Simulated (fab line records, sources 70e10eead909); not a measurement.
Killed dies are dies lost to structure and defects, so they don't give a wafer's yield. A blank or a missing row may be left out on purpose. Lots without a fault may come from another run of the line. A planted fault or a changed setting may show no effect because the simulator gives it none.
fab line records | flow nand_harc
record lots=5 wafers=15 last_day=21
route steps=1159 shown A_WL_FILL@814 A_CONTACT@840
lots that met no fault: from a run of the same line without faults
start_h: hours from the record's first day to the start of the lot's first wafer shown | wait_h: hours since the lot's step before | " the same as in the row above | L1.1+2: a row that stands for several wafers | - no value, or no start given | * or withheld: withheld | < > ~ a bound
route shown NAME@n: a module of which the file shows steps, and the number in the route of the first | usual: mean/standard deviation of fault-free wafers | same: alike in all rows | chamber/n: place in a boat | sites: the reading at each site | _std_site: their standard deviation | _edge_site: outer sites' mean less inner sites' | radius_mm: how far each site lies from the wafer's centre | mask NAME#n: copy n | behind: the tool/chamber that last shaped the wafer | hold: why the lot was held/for how many hours/how that ended | device: the transistor (n, p or np) that didn't switch | end of line: the same wafers' tests at the end of the route | a step without rows: its recipe alone | killed: dies lost to structure and defects at the first sort, not the wafer's yield | map: a wafer's dies, x killed, . not, _ none there
set.NAME: the setting as run; set.NAME@STEP: as run at that earlier step | model.NAME: the simulator's own value behind a step, which no gauge read
lots at some steps of the route; a table a step, a row a wafer
services: from which hour (start_h, from the record's first day; less than 0 if before it) a tool's chamber was out of use, for how many hours, and why
## steps
# step NHARC_A_WL_FILL_ETCHBACK_04
# recipe target_depth_a=600 time_s=120 chemistry=NF3
# usual drypump_motor_current_A=5.8/0.43 oes_product_au=1.001/0.0089
# columns lot.wafer tool chamber start_h wait_h drypump_motor_current_A oes_product_au rf_hours_counter_h
L074.2 rie_metal-02 1 319.29 2.4 6.0 0.991 2.8
L074.4 " 1 " " 6.0 0.991 -
L074.6 " 1 " " 6.0 0.991 -
L075.4 rie_metal-01 1 344.91 2.0 5.0 1.009 -
L075.5 " 1 " " 5.0 1.003 -
L075.6 " 0 " " 6.5 1.007 -
L077.4 rie_metal-03 1 351.85 2.0 5.5 0.998 -
L077.5 " 0 " " 5.7 0.991 -
L077.6 " 1 " " 5.5 0.987 -
L078.2 rie_metal-02 1 354.65 2.9 6.0 0.998 3.9
L078.3 " 1 " " 6.0 0.998 -
L078.5 " 0 " " 5.9 0.998 -
L084.2 rie_metal-02 1 398.91 2.4 6.0 0.999 0.0
L084.1 " 0 " " 5.9 0.992 0.0
L084.6 " 1 " " 6.0 0.993 -
# step NHARC_A_WL_FILL_ETCHBACK_05
# recipe target_depth_a=220 time_s=60 temp_c=40 chemistry=Cl2/BCl3
# usual drypump_motor_current_A=5.8/0.43 oes_product_au=1.001/0.01
# columns lot.wafer tool chamber start_h wait_h drypump_motor_current_A oes_product_au rf_hours_counter_h
L074.2 rie_metal-02 1 319.51 0.2 6.0 0.994 3.0
L074.4 " 0 " " 5.9 1.004 -
L074.6 " 1 " " 6.0 0.999 -
L075.4 rie_metal-01 0 345.11 0.2 6.5 1.020 -
L075.5 " 0 " " 6.5 1.010 -
L075.6 " 1 " " 5.0 1.004 -
L077.4 rie_metal-03 0 352.02 0.1 5.7 0.988 -
L077.6 " 0 " " 5.7 0.988 -
L077.5 " 1 " " 5.5 0.994 -
L078.2 rie_metal-02 1 354.85 0.2 6.0 1.006 4.0
L078.3 " 1 " " 6.0 1.000 -
L078.5 " 0 " " 5.9 0.997 -
L084.1 rie_metal-02 1 399.16 0.2 6.0 1.008 0.1
L084.2 " 0 " " 5.9 1.007 0.1
L084.6 " 0 " " 6.0 1.000 -
# step NHARC_A_WL_FILL_STRIP_27
# recipe power_w=1500 temp_c=250 time_s=20 chemistry=N2/H2
# usual drypump_motor_current_A=5.3/0.39 heater_power_w=337/12 rf_refl_power_W=21/4.2
# columns lot.wafer tool chamber start_h wait_h drypump_motor_current_A heater_power_w rf_hours_counter_h rf_refl_power_W
L074.2 plasma_asher-02 1 319.64 0.1 5.8 324 45 -
L074.4 " 1 " " 5.8 328 - -
L074.6 " 0 " " 4.8 372 - -
L075.4 plasma_asher-01 0 345.27 0.1 5.6 335 - 17
L075.6 " 0 " " 5.7 339 - 17
L075.5 " 1 " " 5.2 323 - 20
L077.4 plasma_asher-01 1 352.18 0.1 5.2 331 - 20
L077.6 " 1 " " 5.2 327 - 20
L077.5 " 0 " " 5.7 336 - 17
L078.2 plasma_asher-01 0 355.02 0.1 5.6 339 23 -
L078.3 " 0 " " 5.7 328 - -
L078.5 " 0 " " 5.7 341 - -
L084.2 plasma_asher-01 1 399.30 0.1 5.2 321 42 -
L084.1 " 0 " " 5.7 344 42 -
L084.6 " 1 " " 5.2 333 - -
# step NHARC_A_WL_FILL_STRIP_28
# recipe time_s=1200 temp_c=72.5 chemistry=post_etch_residue_remover
# columns lot.wafer tool chamber start_h wait_h
L074.2+6+4 wet_bench-03 1,2,6 319.81 0.1
L075.4+6+5 wet_bench-06 6,1,3 345.40 0.1
L077.6+4+5 wet_bench-09 4,6,0 352.32 0.1
L078.3+2+5 wet_bench-09 1,3,6 355.17 0.1
L084.6+1+2 wet_bench-03 2,5,6 399.49 0.1
# step NHARC_A_WL_FILL_PRECLEAN_06
# recipe time_s=300 chemistry=DIW
# columns lot.wafer tool chamber start_h wait_h
L074.2+6+4 wet_bench-03 1,2,6 - -
L075.4+6+5 wet_bench-06 6,1,3 - -
L077.6+4+5 wet_bench-09 4,6,0 - -
L078.3+2+5 wet_bench-09 1,3,6 - -
L084.6+1+2 wet_bench-03 2,5,6 - -
# step NHARC_A_WL_FILL_SRD_07
# columns lot.wafer tool chamber start_h wait_h
L074.2+6+4 wet_bench-03 1,2,6 - -
L075.4+6+5 wet_bench-06 6,1,3 - -
L077.6+4+5 wet_bench-09 4,6,0 - -
L078.3+2+5 wet_bench-09 1,3,6 - -
L084.6+1+2 wet_bench-03 2,5,6 - -
# step NHARC_A_WL_FILL_ANNEAL_08
# recipe temp_c=450 time_s=1800
# usual spike_tc_upper_C=449.3/1.6 zone_power_centre_pct=5.9/0.51
# columns lot.wafer tool chamber start_h wait_h spike_tc_upper_C zone_power_centre_pct
L074.2 furnace-06 0 321.85 - 449.0 6.3
L074.4 " 0 " " 450.6 6.3
L074.6 " 0 " " 451.1 6.2
L075.4 furnace-06 0 348.96 - 450.1 6.2
L075.5 " 0 " " 449.2 6.3
L075.6 " 0 " " 450.9 6.2
L077.4 furnace-05 0 357.19 - 451.6 5.2
L077.5 " 0 " " 450.4 5.1
L077.6 " 0 " " 452.1 5.1
L078.2 furnace-05 0 357.19 - 451.1 5.2
L078.3 " 0 " " 449.2 5.1
L078.5 " 0 " " 450.6 5.2
L084.1 furnace-06 0 403.18 - 450.3 6.2
L084.2 " 0 " " 450.0 6.2
L084.6 " 0 " " 450.0 6.2
# step NHARC_A_WL_FILL_ALD_10
# recipe target_thk_a=500 pulse_time_s=10 ald_cycles=500 temp_c=300 material=SiO2
# usual heater_power_w=499/64 precursor_pulse_height_rel=1.000/0.019
# same pulse_time_s=10
# columns lot.wafer tool chamber start_h wait_h heater_power_w precursor_pulse_height_rel
L074.4 ald_hk-02 2 326.41 3.1 442 0.988
L074.2 " 1 327.95 4.6 488 0.999
L074.6 " 2 " " 430 0.986
L075.4 ald_hk-01 0 351.50 1.1 466 0.984
L075.5 " 2 352.52 2.1 543 1.013
L075.6 " 3 " " 542 0.982
L078.3 ald_hk-03 0 359.22 0.6 454 1.008
L078.2 " 2 360.26 1.6 445 0.995
L078.5 " 0 361.30 2.6 449 0.992
L077.4 ald_hk-01 3 360.24 1.6 543 0.983
L077.5 " 0 " " 469 0.958
L077.6 " 1 " " 483 1.024
L084.2 ald_hk-02 2 405.21 0.6 425 1.020
L084.1 " 0 406.24 1.6 565 1.037
L084.6 " 1 " " 501 1.005
# step NHARC_A_WL_FILL_ETCHBACK_16
# recipe target_depth_a=880 time_s=17.6 c4f8_flow_sccm=withheld o2_flow_sccm=8 ar_flow_sccm=withheld rf_w=600 bias_w=800 chemistry=C4F8/O2/Ar
# usual bias_w=799.9/2.6 oes_product_au=0.98/0.031 rf_vpp_V=724/4.8
# columns lot.wafer tool chamber start_h wait_h bias_w oes_product_au rf_hours_counter_h rf_vpp_V
L074.4 rie_diel-13 1 - - 800.1 1.00 3 726
L074.2 " 0 " " 801.3 1.01 3 729
L074.6 " 1 " " 800.1 1.01 - 728
L075.4 rie_diel-05 3 - - 799.8 0.99 0 725
L075.6 " 1 " " 798.4 1.01 - 724
L075.5 " 2 " " 802.1 0.98 - 719
L077.4 rie_diel-13 3 - - 798.0 0.98 5 716
L077.5 " 2 " " 803.1 0.98 - 725
L077.6 " 3 " " 799.1 0.99 - 715
L078.3 rie_diel-05 0 - - 800.8 1.01 0 723
L078.2 " 2 " " 800.3 0.99 1 720
L078.5 " 3 " " 800.0 1.00 - 723
L084.1 rie_diel-05 3 - - 800.7 0.99 2 726
L084.2 " 1 " " 797.2 0.99 1 725
L084.6 " 3 " " 800.1 1.00 - 724
# step NHARC_A_WL_FILL_STRIP_29
# recipe time_s=20 o2_flow_sccm=500 ar_flow_sccm=0 bias_w=0 chemistry=O2
# usual drypump_motor_current_A=5.7/0.36 oes_product_au=1.004/0.011 rf_vpp_V=57.8/0.92 showerhead_plenum_p_Torr=3.55/0.16 throttle_valve_pct=17.036/0.0096
# same bias_w=0
# columns lot.wafer tool chamber start_h wait_h drypump_motor_current_A oes_product_au rf_hours_counter_h rf_vpp_V showerhead_plenum_p_Torr throttle_valve_pct
L074.2 rie_diel-13 2 331.12 0.1 5.5 1.022 3 58.3 3.63 17.024
L074.4 " 3 " " 5.8 0.997 3 55.8 3.29 17.034
L074.6 " 2 " " 5.5 1.015 - 57.8 3.63 17.044
L075.4 rie_diel-05 2 355.21 0.1 5.9 0.983 0 57.7 3.39 17.039
L075.5 " 3 " " 6.0 1.006 - 58.6 3.58 17.032
L075.6 " 0 " " 5.1 1.006 - 57.3 3.51 17.057
L077.4 rie_diel-13 3 363.44 0.1 5.8 1.006 5 56.3 3.29 17.023
L077.6 " 2 " " 5.5 1.018 - 58.4 3.63 17.025
L077.5 " 3 " " 5.8 1.017 - 56.5 3.29 17.041
L078.2 rie_diel-05 3 363.46 0.1 6.0 1.001 1 58.4 3.58 17.038
L078.3 " 2 " " 5.8 0.999 1 57.4 3.39 17.031
L078.5 " 0 " " 5.1 1.014 - 57.3 3.51 17.041
L084.2 rie_diel-05 1 409.42 0.1 6.5 1.003 1 58.1 3.59 17.030
L084.1 " 3 " " 6.0 1.006 2 58.6 3.58 17.034
L084.6 " 1 " " 6.5 1.012 - 58.1 3.59 17.041
# step NHARC_A_WL_FILL_ETCHBACK_17
# recipe target_depth_a=40 time_s=26.7 chemistry=Cl2/BCl3
# usual drypump_motor_current_A=5.8/0.43 oes_product_au=1.000/0.011
# columns lot.wafer tool chamber start_h wait_h drypump_motor_current_A oes_product_au rf_hours_counter_h
L074.2 rie_metal-01 0 331.21 - 6.5 1.033 4.5
L074.4 " 0 " " 6.5 1.024 -
L074.6 " 0 " " 6.5 1.024 -
L075.4 rie_metal-01 1 355.33 - 5.0 1.015 -
L075.6 " 1 " " 5.0 1.018 -
L075.5 " 0 " " 6.5 1.014 -
L078.2 rie_metal-01 1 363.55 - 5.0 1.009 0.8
L078.3 " 0 " " 6.5 1.019 -
L078.5 " 1 " " 5.0 1.015 -
L077.4 rie_metal-02 1 363.56 - 6.0 0.991 -
L077.6 " 1 " " 6.0 1.004 -
L077.5 " 0 " " 5.9 1.004 -
L084.2 rie_metal-02 1 409.51 - 6.0 1.004 0.5
L084.1 " 0 " " 5.9 0.992 0.5
L084.6 " 1 " " 6.0 1.001 -
# step NHARC_A_WL_FILL_PRECLEAN_18
# recipe time_s=30 chemistry=dHF
# columns lot.wafer tool chamber start_h wait_h
L074.6+4+2 wet_bench-09 6,7,0 331.40 0.1
L075.6+4+5 wet_bench-03 7,3,4 355.48 0.1
L077.5+6+4 wet_bench-09 4,5,6 363.72 0.1
L078.2+5+3 wet_bench-06 5,7,1 363.73 0.2
L084.2+1+6 wet_bench-06 2,4,6 409.70 0.2
# step NHARC_A_WL_FILL_SRD_21
# columns lot.wafer tool chamber start_h wait_h
L074.6+4+2 wet_bench-09 6,7,0 331.42 0.0
L075.6+4+5 wet_bench-03 7,3,4 355.50 0.0
L077.5+6+4 wet_bench-09 4,5,6 363.74 0.0
L078.2+5+3 wet_bench-06 5,7,1 363.76 0.0
L084.2+1+6 wet_bench-06 2,4,6 409.73 0.0
# step NHARC_A_WL_FILL_CVD_23
# recipe target_thk_a=400 temp_c=620 pressure_mtorr=200 time_s=800 material=poly-Si
# usual spike_tc_upper_C=619.2/0.93 zone_power_centre_pct=9.0/0.85
# columns lot.wafer tool chamber start_h wait_h spike_tc_upper_C zone_power_centre_pct
L074.2 lpcvd_poly-01 0 334.02 2.6 619.0 9.0
L074.4 " 0 " " 618.4 8.9
L074.6 " 0 " " 618.6 8.9
L075.4 lpcvd_poly-04 0 359.04 3.5 619.6 7.9
L075.5 " 0 " " 618.3 8.0
L075.6 " 0 " " 619.5 7.9
L077.4 lpcvd_poly-01 0 366.34 2.6 618.5 9.0
L077.5 " 0 " " 618.6 9.0
L077.6 " 0 " " 620.1 9.0
L078.2 lpcvd_poly-01 0 366.34 2.6 619.8 8.9
L078.3 " 0 " " 617.5 8.9
L078.5 " 0 " " 618.6 9.0
L084.1 lpcvd_poly-02 0 412.15 2.4 620.4 10.7
L084.2 " 0 " " 618.6 10.6
L084.6 " 0 " " 619.7 10.7
# step NHARC_A_WL_FILL_ETCHBACK_26
# recipe target_depth_a=520 time_s=13.3 hbr_flow_sccm=150 rf_w=350 icp_w=350 bias_w=60 chemistry=HBr
# usual bias_w=59.97/0.17 drypump_motor_current_A=5.9/0.39 oes_product_au=0.994/0.012 throttle_valve_pct=23.266/0.0076
# columns lot.wafer tool chamber start_h wait_h bias_w drypump_motor_current_A oes_product_au rf_hours_counter_h throttle_valve_pct
L074.4 rie_si-01 2 336.61 0.4 60.17 5.4 0.972 0.2 23.271
L074.2 " 3 " " 60.04 6.6 0.989 0.2 23.277
L074.6 " 3 " " 59.98 6.6 0.993 - 23.265
L075.4 rie_si-04 1 361.67 0.4 59.94 5.4 0.996 0.5 23.261
L075.5 " 2 " " 59.82 6.4 0.998 - 23.254
L075.6 " 3 " " 60.01 5.6 1.012 - 23.262
L078.2 rie_si-01 0 368.94 0.4 60.10 5.4 1.014 0.4 23.261
L078.3 " 1 " " 59.72 5.8 1.000 0.4 23.264
L078.5 " 1 " " 59.71 5.8 1.002 - 23.263
L077.4 rie_si-04 0 368.96 0.4 59.90 5.9 0.986 0.5 23.261
L077.5 " 3 " " 59.80 5.6 0.995 - 23.265
L077.6 " 0 " " 59.68 5.8 0.984 - 23.265
L084.2 rie_si-05 2 414.77 0.4 60.09 6.0 0.997 1.1 23.260
L084.1 " 3 " " 60.06 6.3 1.017 1.0 23.264
L084.6 " 2 " " 60.06 6.0 1.003 - 23.270
# step NHARC_A_WL_FILL_PRECLEAN_30
# recipe time_s=10 chemistry=dHF
# columns lot.wafer tool chamber start_h wait_h
L074.2+6+4 wet_bench-03 6,7,2 336.76 0.1
L075.4+6+5 wet_bench-03 3,7,0 361.77 0.1
L077.6+4+5 wet_bench-09 0,1,3 369.09 0.1
L078.5+3+2 wet_bench-09 3,4,7 369.11 0.1
L084.2+1+6 wet_bench-09 4,5,6 414.90 0.1
# step NHARC_A_WL_FILL_SRD_14
# columns lot.wafer tool chamber start_h wait_h
L074.2+6+4 wet_bench-03 6,7,2 336.78 0.0
L075.4+6+5 wet_bench-03 3,7,0 361.79 0.0
L077.6+4+5 wet_bench-09 0,1,3 369.11 0.0
L078.5+3+2 wet_bench-09 3,4,7 369.13 0.0
L084.2+1+6 wet_bench-09 4,5,6 414.92 0.0
# step NHARC_A_WL_FILL_ALD_19
# recipe target_thk_a=20 pulse_time_s=3 ald_cycles=100 temp_c=450 material=TiN
# usual heater_power_w=1073/120 precursor_pulse_height_rel=1.000/0.021
# same pulse_time_s=3
# columns lot.wafer tool chamber start_h wait_h heater_power_w precursor_pulse_height_rel
L074.4 ald_metal-04 1 336.92 0.1 996 0.993
L074.2 " 2 " " 1017 1.014
L074.6 " 3 " " 1066 0.967
L075.4 ald_metal-02 1 361.92 0.1 1191 1.007
L075.5 " 0 " " 1137 1.000
L075.6 " 1 " " 1153 1.004
L077.4 ald_metal-04 1 369.23 0.1 974 1.019
L077.5 " 0 " " 1018 1.023
L077.6 " 1 " " 978 1.002
L078.3 ald_metal-03 3 369.35 0.2 1256 0.999
L078.2 " 0 " " 1097 1.020
L078.5 " 3 " " 1278 1.016
L084.1 ald_metal-03 2 415.07 0.1 809 0.969
L084.2 " 3 " " 1268 1.028
L084.6 " 1 " " 1085 0.980
# step NHARC_A_WL_FILL_CVD_20
# recipe target_thk_a=750 temp_c=300 pressure_torr=40 wf6_flow_sccm=40 h2_flow_sccm=1600 ar_flow_sccm=1560 time_s=5064 material=W
# usual heater_power_w=468/44 throttle_valve_pct=8.06/0.22
# columns lot.wafer tool chamber start_h wait_h heater_power_w throttle_valve_pct
L074.2 cvd_w-01 1 - - 447 8.03
L074.4 " 0 " " 531 8.45
L074.6 " 0 " " 536 8.09
L075.4 cvd_w-02 0 - - 456 8.15
L075.5 " 1 " " 404 8.31
L075.6 " 0 " " 462 8.18
L077.4 cvd_w-02 0 - - 464 8.26
L077.5 " 0 " " 459 8.19
L077.6 " 1 " " 411 8.40
L078.2 cvd_w-01 0 - - 550 8.08
L078.3 " 1 " " 436 7.95
L078.5 " 0 " " 525 8.16
L084.2 cvd_w-02 1 - - 431 7.84
L084.1 " 0 " " 445 8.11
L084.6 " 1 " " 434 7.75
# step NHARC_A_WL_FILL_CMP_12
# recipe t_overpolish_s=30 target_thk_nm=75
# usual motor_current_A=11.6/1.1 overpolish_run_s=30.001/0.0088 time_to_endpoint_s=16.0/2.7
# same t_overpolish_s=30
# columns lot.wafer tool chamber start_h wait_h motor_current_A overpolish_run_s time_to_endpoint_s
L074.4 cmp-02 0 346.40 2.2 11.0 29.993 19.2
L074.2 " 1 " " 12.1 29.993 17.2
L074.6 " 3 " " 12.1 29.995 23.0
L075.4 cmp-03 1 367.15 2.2 12.7 29.996 13.4
L075.5 " 0 " " 11.0 30.001 17.1
L075.6 " 1 " " 11.9 30.000 14.7
L077.4 cmp-04 3 374.97 2.9 9.4 30.011 15.7
L077.5 " 2 " " 11.0 30.010 17.0
L077.6 " 3 " " 9.8 30.003 18.0
L078.3 cmp-03 0 378.65 2.9 10.9 29.987 13.5
L078.2 " 1 " " 12.6 30.007 9.1
L078.5 " 0 " " 11.1 30.015 11.2
L084.1 cmp-04 0 420.25 3.6 10.0 30.011 16.0
L084.2 " 1 " " 13.2 30.000 16.1
L084.6 " 0 " " 10.3 29.996 13.2
# step NHARC_A_WL_FILL_SRD_31
# columns lot.wafer tool chamber start_h wait_h
L074.4+6+2 wet_bench-03 6,1,2 346.69 0.0
L075.5+4+6 wet_bench-03 1,2,6 367.44 0.0
L077.6+4+5 wet_bench-06 5,0,2 375.26 0.0
L078.2+5+3 wet_bench-06 5,7,0 378.96 0.0
L084.1+2+6 wet_bench-09 5,7,0 420.58 0.0
# step NHARC_A_WL_FILL_INSPECT_15
# usual raw_defect_count=388/120
# columns lot.wafer tool chamber start_h wait_h raw_defect_count
L074.2 defect_inspect-01 - 346.84 0.0 269
L074.4 " - " " 354
L074.6 " - " " 419
L075.4 defect_inspect-01 - 367.59 0.0 375
L075.5 " - " " 387
L075.6 " - " " 506
L077.4 defect_inspect-01 - 375.41 0.0 599
L077.5 " - " " 500
L077.6 " - " " 474
L078.2 defect_inspect-01 - 379.11 0.0 788
L078.3 " - " " 522
L078.5 " - " " 578
L084.1 defect_inspect-02 - 420.71 0.0 557
L084.2 " - " " 289
L084.6 " - " " 459
# step NHARC_A_CONTACT_DEP_24
# recipe target_thk_a=5000 temp_c=400 pressure_torr=6.5 rf_w=900 teos_flow_sccm=161.4 flow_sccm=2650 target_thk_nm=500 gas=O2 material=SiO2
# usual heater_power_w=549/98 throttle_valve_pct=16.1/0.48
# columns lot.wafer tool chamber start_h wait_h heater_power_w throttle_valve_pct
L074.2 pecvd-02 1 347.13 0.3 585 15.7
L074.6 " 2 " " 555 15.4
L074.4 " 0 " " 441 16.0
L075.6 pecvd-02 2 367.84 0.2 569 15.3
L075.5 " 0 " " 387 15.8
L075.4 " 1 " " 624 16.0
L077.4 pecvd-03 2 375.66 0.3 633 16.2
L077.6 " 0 " " 413 16.5
L077.5 " 1 " " 721 16.6
L078.2 pecvd-02 0 379.20 0.1 484 16.0
L078.3 " 2 " " 514 15.4
L078.5 " 2 " " 527 15.4
L084.1 pecvd-03 2 421.25 0.5 547 16.0
L084.2 " 1 " " 715 16.6
L084.6 " 2 " " 567 16.4
# step NHARC_A_CONTACT_DEP_28
# recipe target_thk_a=36000 temp_c=400 material=aC
# usual throttle_valve_pct=35.000/0.0093
# columns lot.wafer tool chamber start_h wait_h throttle_valve_pct
L074.2 acl_dep-03 0 349.57 2.0 34.988
L074.4 " 0 " " 34.989
L074.6 " 0 " " 35.005
L075.4 acl_dep-01 0 369.61 1.4 35.002
L075.5 " 0 " " 35.025
L075.6 " 0 " " 35.001
L077.4 acl_dep-03 0 377.20 1.2 34.998
L077.5 " 0 " " 34.997
L077.6 " 0 " " 34.993
L078.2 acl_dep-01 0 380.74 1.0 35.005
L078.3 " 0 " " 34.994
L078.5 " 0 " " 34.995
L084.1 acl_dep-03 0 423.51 1.7 34.979
L084.2 " 0 " " 34.989
L084.6 " 0 425.35 3.6 35.003
# step NHARC_A_CONTACT_DEP_29
# recipe target_thk_a=700 target_thk_nm=70 temp_c=400 pressure_torr=3.5 flow_sccm=200 rf_w=350 material=SiON
# usual heater_power_w=731/84
# columns lot.wafer tool chamber start_h wait_h heater_power_w
L074.2 pecvd-02 0 351.52 1.6 651
L074.4 " 2 " " 765
L074.6 " 0 " " 645
L075.6 pecvd-04 2 370.83 0.1 587
L075.4 " 0 " " 831
L075.5 " 1 " " 798
L077.6 pecvd-03 1 378.43 0.1 836
L077.5 " 2 " " 722
L077.4 " 0 " " 612
L078.3 pecvd-03 0 382.62 1.1 551
L078.2 " 2 " " 756
L078.5 " 0 " " 571
L084.2 pecvd-02 2 425.79 1.5 716
L084.1 " 0 " " 646
L084.6 " 1 " " 757
# step NHARC_A_CONTACT_DEHYDRATE_32
# recipe temp_c=150 time_s=120
# columns lot.wafer tool chamber start_h wait_h
L074.2+4+6 litho_track-06 0 351.74 0.2
L075.4+5+6 litho_track-01 0 371.01 0.1
L077.4+5+6 litho_track-04 0 378.61 0.1
L078.2+3+5 litho_track-04 0 382.89 0.2
L084.1+2+6 litho_track-04 0 426.03 0.2
# step NHARC_A_CONTACT_HMDS_33
# recipe time_s=30
# columns lot.wafer tool chamber start_h wait_h
L074.2+4+6 litho_track-06 0 - -
L075.4+5+6 litho_track-01 0 - -
L077.4+5+6 litho_track-04 0 - -
L078.2+3+5 litho_track-04 0 - -
L084.1+2+6 litho_track-04 0 - -
# step NHARC_A_CONTACT_COAT_34
# recipe temp_c=260 time_s=75
# columns lot.wafer tool chamber start_h wait_h
L074.2+4+6 litho_track-06 0 - -
L075.4+5+6 litho_track-01 0 - -
L077.4+5+6 litho_track-04 0 - -
L078.2+3+5 litho_track-04 0 - -
L084.1+2+6 litho_track-04 0 - -
# step NHARC_A_CONTACT_COAT_35
# recipe temp_c=225 time_s=65
# columns lot.wafer tool chamber start_h wait_h
L074.2+4+6 litho_track-06 0 - -
L075.4+5+6 litho_track-01 0 - -
L077.4+5+6 litho_track-04 0 - -
L078.2+3+5 litho_track-04 0 - -
L084.1+2+6 litho_track-04 0 - -
# step NHARC_A_CONTACT_COAT_36
# recipe spin_rpm=1500 resist_thk_nm=90
# usual dispense_pressure_kPa=53/3.5
# columns lot.wafer tool chamber start_h wait_h dispense_pressure_kPa
L074.2 litho_track-06 0 - - 55
L074.4 " 0 " " 55
L074.6 " 0 " " 55
L075.4 litho_track-01 0 - - 44
L075.5 " 0 " " 44
L075.6 " 0 " " 44
L077.4 litho_track-04 0 - - 52
L077.5 " 0 " " 52
L077.6 " 0 " " 52
L078.2 litho_track-04 0 - - 52
L078.3 " 0 " " 52
L078.5 " 0 " " 52
L084.1 litho_track-04 0 - - 52
L084.2 " 0 " " 52
L084.6 " 0 " " 52
# step NHARC_A_CONTACT_SOFTBAKE_37
# recipe temp_c=105 time_s=55
# columns lot.wafer tool chamber start_h wait_h
L074.2+4+6 litho_track-06 0 - -
L075.4+5+6 litho_track-01 0 - -
L077.4+5+6 litho_track-04 0 - -
L078.2+3+5 litho_track-04 0 - -
L084.1+2+6 litho_track-04 0 - -
# step NHARC_A_CONTACT_EBR_38
# columns lot.wafer tool chamber start_h wait_h
L074.2+4+6 litho_track-06 0 - -
L075.4+5+6 litho_track-01 0 - -
L077.4+5+6 litho_track-04 0 - -
L078.2+3+5 litho_track-04 0 - -
L084.1+2+6 litho_track-04 0 - -
## services
# columns tool chamber start_h hours kind
cvd_w-01 - 296.91 13.0 pm
cmp-04 - 301.73 4.0 pm
rie_si-01 - 304.00 9.0 pm
ald_metal-03 3 308.04 4.9 repair
rie_si-04 2 314.32 7.7 repair
litho_track-04 - 316.00 7.0 pm
ald_metal-03 - 322.00 10.0 pm
wet_bench-03 - 322.40 8.0 pm
rie_metal-01 - 332.00 9.0 pm
wet_bench-06 - 333.59 8.0 pm
ald_metal-04 2 333.70 1.9 repair
pecvd-02 - 334.01 13.0 pm
ald_metal-03 1 340.35 26.9 repair
rie_diel-05 - 340.60 9.0 pm
cmp-04 - 351.55 1.0 repair
cmp-03 - 352.86 4.0 pm
acl_dep-03 - 355.79 4.2 repair
cmp-03 - 358.28 3.2 repair
cvd_w-01 - 361.60 0.8 repair
cvd_w-02 - 379.01 13.0 pm
rie_metal-02 - 388.00 9.0 pm
rie_diel-05 1 388.40 12.5 repair
rie_diel-13 3 397.56 3.7 repair
acl_dep-03 - 406.13 13.0 pm
## key
fault none
